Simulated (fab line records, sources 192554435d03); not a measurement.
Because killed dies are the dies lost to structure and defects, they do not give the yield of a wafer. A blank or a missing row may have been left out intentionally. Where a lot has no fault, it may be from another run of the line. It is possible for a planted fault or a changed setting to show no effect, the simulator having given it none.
Split-lot trial | flow n5-finfet | 7 lots, 21 wafers read, on a route of 1938 steps

ABOUT THE SPLIT
At N5_HKMG_FIN_ETCH_54 (etches SiARC in CF4, target depth 45.5 nm, time 75.8 s), the setting source-w was moved away from the recipe's 545 W on 5 of the 21 wafers read, by -12.7% to +16.9%. All remaining wafers had this setting at the recipe value.

Reading taken at the split's own step.

THE READING
rf-vpp-V, in V, at N5_HKMG_FIN_ETCH_54 (etches SiARC in CF4, target depth 45.5 nm, time 75.8 s). Fault-free wafers of this fab line usually give 184.7 V, standard deviation 1.1 V.

wafer  | tool, chamber at the split | source-w as run, W | against the recipe | rf-vpp-V, V | against lot-mates on the recipe
L080.4 | rie-diel-01, 2             | 545                | recipe             | 184.2       | -
L080.5 | rie-diel-01, 3             | 545                | recipe             | 183.7       | -
L080.6 | rie-diel-01, 2             | 545                | recipe             | 185.6       | -
L082.1 | rie-diel-01, 3             | 545                | recipe             | 184.0       | -
L082.3 | rie-diel-01, 0             | 545                | recipe             | 185.4       | -
L082.4 | rie-diel-01, 1             | 545                | recipe             | 185.7       | -
L083.1 | rie-diel-02, 3             | 545                | recipe             | 184.2       | -
L083.3 | rie-diel-02, 2             | 637.1              | +16.9%             | 174.9       | -9.3
L083.4 | rie-diel-02, 1             | 637.1              | +16.9%             | 174.0       | -10.2
L085.1 | rie-diel-02, 2             | 545                | recipe             | 182.1       | -
L085.2 | rie-diel-02, 1             | 545                | recipe             | 187.0       | -
L085.3 | rie-diel-02, 0             | 545                | recipe             | 184.5       | -
L087.3 | rie-diel-02, 3             | 545                | recipe             | 186.3       | -
L087.4 | rie-diel-02, 1             | 545                | recipe             | 185.3       | -
L087.6 | rie-diel-02, 3             | 545                | recipe             | 185.8       | -
L092.1 | rie-diel-02, 1             | 545                | recipe             | 184.1       | -
L092.4 | rie-diel-02, 0             | 475.7              | -12.7%             | 194.2       | +10.1
L092.5 | rie-diel-02, 2             | 475.7              | -12.7%             | 193.2       | +9.1
L093.1 | rie-diel-01, 1             | 545                | recipe             | 186.9       | -
L093.4 | rie-diel-01, 1             | 545                | recipe             | 186.1       | -
L093.6 | rie-diel-01, 3             | 488.6              | -10.3%             | 190.5       | +4.0

FIT RESULTS
A straight line over all 21 wafers: rf-vpp-V changes by -0.634 V for each +1% of source-w; r = -0.97; the points scatter about the line by 1.2 V.
The same after taking each lot's own level away (the mean of its wafers on the recipe; 21 wafers): -0.614 V for each +1%; r = -0.96; scatter 1.3 V.
The reading moves by 10 V for the largest change in source-w, on that fit.
Measured against the standard deviation above, the lots' own levels, which go from 184.10 to 186.50 V, span 2.2 times it.
So the lot-to-lot level changes the slope little: the two slopes agree.
Check: with one of the wafers moved furthest among these (+16.9%) left out of the fit, the line predicts -10.7 V for it against its lot-mates. It came out at -9.3 V against them.
Tool readings at the split's step, against how far the setting was moved: etch-rf-on-time-s r = -0.98; rf-vpp-V r = -0.97.

THE OTHER SPLITS THESE WAFERS WENT THROUGH
These wafers also went through other splits before the reading. Each is held against what the fit with the lots' levels taken away leaves over:
other split on the same wafers | wafers away from the commonest value | r with rf-vpp-V (lot level and that fit taken away)
N5_DUMMY_GATE_ETCH_37 source-w | 9                                    | +0.09
N5_SD_EPI_N_EPI_21 time-s      | 6                                    | +0.19
N5_SD_EPI_P_EXPOSE_06 dose-mj  | 5                                    | -0.20
N5_SD_EPI_P_EPI_21 temp-c      | 10                                   | +0.14
N5_SD_ACTIVATION_LSA_01 temp-c | 7                                    | -0.47

THE WHOLE CHAIN: every reading that the file lists as answering this split, in the file's order
step                | what it does                                           | reading           | change (the file's fit)              | r (the file's)
N5_HKMG_FIN_ETCH_54 | etches SiARC in CF4, target depth 45.5 nm, time 75.8 s | etch-rf-on-time-s | withheld for each +1% of the setting | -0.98
N5_HKMG_FIN_ETCH_54 | etches SiARC in CF4, target depth 45.5 nm, time 75.8 s | rf-vpp-V          | -0.593 V for each +1% of the setting | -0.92

FILE'S OWN FIT
rf-vpp-V changes by -0.593 V for each +1% of source-w, r = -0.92.
